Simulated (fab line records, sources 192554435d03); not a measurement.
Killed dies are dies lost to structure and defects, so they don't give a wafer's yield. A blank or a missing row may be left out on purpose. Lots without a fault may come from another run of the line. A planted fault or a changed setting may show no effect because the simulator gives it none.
Which tool did it? | flow n5_finfet | 10 lots, 30 wafers sampled, at 5 steps of a route of 1938

WHAT THE GAUGES READ, wafer by wafer
N5_FIN_SAQP_CD_MEAS_31: target cd 8 nm. Usual: cd_nm 8.15 nm, standard deviation 0.23.
lot  | measured    | on        | cd_nm (nm)     | flag
L876 | day 2 07:16 | cd_sem-01 | 8.31 7.96 8.32 |
L882 | day 3 20:38 | cd_sem-02 | 8.06 8.06 7.84 |
L885 | day 4 13:57 | cd_sem-01 | 7.85 8.14 8.05 |
L887 | day 5 01:29 | cd_sem-01 | 7.90 8.82 8.14 |
L888 | day 5 08:40 | cd_sem-02 | 8.19 7.94 8.44 |
L891 | day 6 01:56 | cd_sem-01 | 8.12 8.00 7.96 |
L895 | day 7 07:05 | cd_sem-02 | 7.90 8.11 8.45 |
L896 | day 7 12:34 | cd_sem-02 | 8.49 8.09 8.42 |
L897 | day 7 17:10 | cd_sem-02 | 8.67 8.52 8.08 |
L898 | day 7 20:45 | cd_sem-02 | 7.98 8.00 8.29 |

N5_FIN_SAQP_OCD_MEAS_76. Usual: trench_depth_nm 120.4 nm, standard deviation 1.3.
lot  | measured    | on     | trench_depth_nm (nm) | flag
L876 | day 2 07:49 | ocd-01 | 121.5 121.6 123.1    |
L882 | day 3 21:11 | ocd-01 | 112.8 120.3 122.1    |
L885 | day 4 14:34 | ocd-02 | 122.0 119.7 111.8    |
L887 | day 5 02:14 | ocd-01 | 120.9 121.9 122.5    |
L888 | day 5 09:19 | ocd-02 | 119.5 120.2 120.2    |
L891 | day 6 02:35 | ocd-02 | 121.4 120.0 121.2    |
L895 | day 7 07:39 | ocd-02 | 121.2 120.9 121.6    |
L896 | day 7 13:16 | ocd-02 | 118.7 121.0 118.1    |
L897 | day 7 17:43 | ocd-01 | 118.7 121.3 121.6    |
L898 | day 7 21:18 | ocd-02 | 120.3 117.5 120.3    |

WHICH TOOL RAN EACH LOT (tool, then ch and the chambers of the sampled wafers, then the start)
lot  | N5_FIN_SAQP_HM_OPEN_33            | N5_FIN_SAQP_ETCH_64             | N5_FIN_SAQP_FIN_ETCH_36
L876 | rie_diel-06 ch 1,3, day 2 07:18   | rie_si-04 ch 1,2,3, day 2 07:34 | rie_si-04 ch 1,2,3, day 2 07:35
L882 | rie_diel-02 ch 0,1, day 3 20:41   | rie_si-01 ch 0,1,2, day 3 20:57 | rie_si-01 ch 0,1,2, day 3 20:58
L885 | rie_diel-06 ch 0,1,2, day 4 14:00 | rie_si-01 ch 0,1,2, day 4 14:16 | rie_si-01 ch 0,1,2, day 4 14:17
L887 | rie_diel-06 ch 0,1,2, day 5 01:43 | rie_si-03 ch 0,3, day 5 01:59   | rie_si-03 ch 0,3, day 5 02:01
L888 | rie_diel-04 ch 0,3, day 5 08:49   | rie_si-03 ch 0,1,3, day 5 09:04 | rie_si-03 ch 0,1,3, day 5 09:05
L891 | rie_diel-06 ch 0,3, day 6 02:04   | rie_si-03 ch 2,3, day 6 02:20   | rie_si-03 ch 2,3, day 6 02:21
L895 | rie_diel-06 ch 0,3, day 7 07:09   | rie_si-04 ch 1,2,3, day 7 07:25 | rie_si-04 ch 1,2,3, day 7 07:26
L896 | rie_diel-02 ch 0,1,2, day 7 12:45 | rie_si-01 ch 0,1,3, day 7 13:01 | rie_si-01 ch 0,1,3, day 7 13:02
L897 | rie_diel-04 ch 0,1,2, day 7 17:13 | rie_si-03 ch 1,3, day 7 17:29   | rie_si-03 ch 1,3, day 7 17:30
L898 | rie_diel-06 ch 1,2,3, day 7 20:47 | rie_si-01 ch 1,3, day 7 21:04   | rie_si-01 ch 1,3, day 7 21:05
- N5_FIN_SAQP_HM_OPEN_33: chemistry CH3F/O2, target SiNx, target depth 49.4 nm, time 70.6 s.
- N5_FIN_SAQP_ETCH_64: etches SiO2 in CF4, target depth 1.5 nm.
- N5_FIN_SAQP_FIN_ETCH_36: etches the open film in HBr/Cl2/O2, target depth 120 nm, time 50.4 s.

WHAT THE TOOLS THEMSELVES READ (means of the sampled wafers that have a number; where no wafer has one, the mark that the record gives instead)
N5_FIN_SAQP_HM_OPEN_33. Usual: drypump_motor_current_A 5.6 A, standard deviation 0.52; etch_rf_on_time_s 69.6 s, standard deviation 1.4; oes_o_777_au 0.79 a.u., standard deviation 0.089; oes_product_au 0.67 a.u., standard deviation 0.08; rf_vpp_V 296.1 V, standard deviation 2.7; showerhead_plenum_p_Torr 2.00 Torr, standard deviation 0.045; throttle_valve_pct 16.35 %, standard deviation 0.21.
lot  | tool        | drypump_motor_current_A (A) | etch_rf_on_time_s (s) | oes_o_777_au (a.u.) | oes_product_au (a.u.) | rf_vpp_V (V) | showerhead_plenum_p_Torr (Torr) | throttle_valve_pct (%) | flag
L876 | rie_diel-06 | 5.2                         | 71.2                  | 0.71                | 0.61                  | 296.9        | 2.04                            | 16.59                  |
L882 | rie_diel-02 | 6.1                         | 70.8                  | 0.69                | 0.59                  | 291.9        | 1.94                            | 16.56                  |
L885 | rie_diel-06 | 5.7                         | 68.4                  | 0.78                | 0.66                  | 296.2        | 2.00                            | 16.41                  |
L887 | rie_diel-06 | 5.7                         | 69.2                  | 0.77                | 0.66                  | 296.1        | 2.00                            | 16.41                  |
L888 | rie_diel-04 | 6.0                         | 68.4                  | 0.85                | 0.74                  | 302.2        | 2.04                            | 15.99                  |
L891 | rie_diel-06 | 5.3                         | 69.3                  | 0.73                | 0.62                  | 295.8        | 1.98                            | 16.44                  |
L895 | rie_diel-06 | 5.5                         | 69.8                  | 0.72                | 0.61                  | 294.8        | 1.99                            | 16.41                  |
L896 | rie_diel-02 | 5.5                         | 69.4                  | 0.81                | 0.69                  | 293.0        | 1.95                            | 16.39                  |
L897 | rie_diel-04 | 5.6                         | 68.1                  | 0.83                | 0.71                  | 298.3        | 2.02                            | 16.12                  |
L898 | rie_diel-06 | 5.5                         | 69.7                  | 0.83                | 0.71                  | 295.7        | 2.00                            | 16.34                  |

N5_FIN_SAQP_ETCH_64. Usual: bias_w 400.2 W, standard deviation 1.3; drypump_motor_current_A 5.7 A, standard deviation 0.48; oes_product_au 1.010 a.u., standard deviation 0.019; throttle_valve_pct 21.69 %, standard deviation 0.17.
lot  | tool      | bias_w (W) | drypump_motor_current_A (A) | oes_product_au (a.u.) | throttle_valve_pct (%) | flag
L876 | rie_si-04 | 399.5      | 5.4                         | 1.036                 | 21.71                  |
L882 | rie_si-01 | 400.4      | 6.0                         | 0.995                 | 21.70                  |
L885 | rie_si-01 | 400.9      | 6.0                         | 0.996                 | 21.68                  |
L887 | rie_si-03 | 402.3      | 5.5                         | 1.023                 | 21.78                  |
L888 | rie_si-03 | 398.4      | 5.5                         | 1.020                 | 21.65                  |
L891 | rie_si-03 | 401.2      | 5.1                         | 1.021                 | 21.72                  |
L895 | rie_si-04 | 399.5      | 5.4                         | 1.033                 | 21.71                  |
L896 | rie_si-01 | 398.9      | 6.1                         | 1.006                 | 21.72                  |
L897 | rie_si-03 | 398.8      | 5.2                         | 1.014                 | 21.64                  |
L898 | rie_si-01 | 400.9      | 6.3                         | 1.009                 | 21.92                  |

N5_FIN_SAQP_FIN_ETCH_36. Usual: bias_w 101.9 W, standard deviation 0.35; drypump_motor_current_A 5.7 A, standard deviation 0.48; mfc_cl2_sccm 80.01 sccm, standard deviation 0.21; oes_o_777_au 1.015 a.u., standard deviation 0.022; oes_product_au 1.012 a.u., standard deviation 0.019; throttle_valve_pct 35.92 %, standard deviation 0.24.
lot  | tool      | bias_w (W) | drypump_motor_current_A (A) | mfc_cl2_sccm (sccm) | oes_o_777_au (a.u.) | oes_product_au (a.u.) | throttle_valve_pct (%) | flag
L876 | rie_si-04 | 101.8      | 5.5                         | 80.14               | 1.046               | 1.032                 | 35.90                  |
L882 | rie_si-01 | 92.1       | 6.0                         | 80.05               | 1.006               | 0.982                 | 35.99                  | OFF
L885 | rie_si-01 | 92.2       | 6.0                         | 80.16               | 1.002               | 0.980                 | 36.00                  | OFF
L887 | rie_si-03 | 101.9      | 5.5                         | 80.10               | 1.005               | 1.019                 | 35.99                  |
L888 | rie_si-03 | 102.1      | 5.5                         | 80.03               | 1.004               | 1.018                 | 35.84                  |
L891 | rie_si-03 | 101.7      | 5.1                         | 80.21               | 1.020               | 1.017                 | 35.96                  |
L895 | rie_si-04 | 102.0      | 5.5                         | 79.87               | 1.046               | 1.022                 | 35.91                  |
L896 | rie_si-01 | 102.0      | 6.1                         | 79.86               | 1.007               | 1.007                 | 35.97                  |
L897 | rie_si-03 | 102.3      | 5.2                         | 79.96               | 1.008               | 1.018                 | 35.80                  |
L898 | rie_si-01 | 102.2      | 6.3                         | 79.96               | 1.010               | 1.017                 | 36.24                  |

THE ANSWER, worked out from the rows above alone
Rule: a lot is off if the mean of its wafers that have a number lies more than 3 standard deviations from the usual mean. A lot without any number at a reading at which 4 lots or more have one is off too. The other lots that the step has rows for count as sound. The gauges are gone through in route order, then the tools' own readings, and for those a lot's mean is taken as printed above. The first step at which some lot is off is used, and at that step the reading that is off furthest; a lot without a number counts as furthest.
Off: L882, L885, at N5_FIN_SAQP_FIN_ETCH_36 (bias_w).
A tool fits if, at that step or a process step before it, it ran every lot that is off, and no sound lot after the first of them. None of those tried fits.

WHAT THE SIMULATOR HAD PUT IN
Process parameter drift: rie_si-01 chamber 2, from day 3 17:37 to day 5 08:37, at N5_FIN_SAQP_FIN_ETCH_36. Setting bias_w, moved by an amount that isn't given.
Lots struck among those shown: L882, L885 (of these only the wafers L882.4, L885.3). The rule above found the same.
